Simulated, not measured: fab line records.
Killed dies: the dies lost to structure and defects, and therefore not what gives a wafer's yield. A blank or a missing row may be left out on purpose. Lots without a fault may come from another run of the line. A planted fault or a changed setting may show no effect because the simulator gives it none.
Matching of chambers	flow nandHarc	pecvd-03 running NHARC_P_M0_DEP_32: 3 sister chambers
The step deposits SiCN, target thk 30 nm. 3 wafers are shown with their chamber, then 7 later ones without.

== WAFERS WITH THEIR CHAMBER ==
wafer	chamber	heaterPowerW (W)
L090.3	1	528
L091.1	2	566
L091.3	0	562

== WAFERS MISSING THEIR CHAMBER ==
wafer	heaterPowerW (W)
L091.5	557
L091.2	484
L091.4	499
L091.6	568
L097.1	666
L097.5	586
L097.6	440

== WHICH CHAMBER EACH WENT THROUGH ==
wafer	from the rows above	in truth
L091.5	can't be placed: 0 or 2 or 1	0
L091.2	can't be placed: 1 or 0 or 2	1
L091.4	can't be placed: 1 or 0 or 2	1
L091.6	can't be placed: 2 or 0 or 1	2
L097.1	can't be placed: 2 or 0 or 1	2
L097.5	can't be placed: 2 or 0 or 1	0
L097.6	can't be placed: 1 or 0 or 2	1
0 of 7 placed correctly. Unplaceable from these rows: 7, with the true chamber sitting among the candidates in 7. Wrongly placed: 0.
How it was worked out, from the rows above alone: a wafer's distance from a chamber is the root of the sum, over the readings, of the square of ((its reading less the chamber's mean) divided by the reading's scatter). If the next closest chamber is less than 2 further off than the closest, the wafer can't be placed; otherwise it belongs to the closest. The mean given for a chamber averages the wafers shown for that chamber. The scatter: with one shown wafer a chamber, the root of the mean of the squares of how far each hidden wafer lies from its nearest shown one.
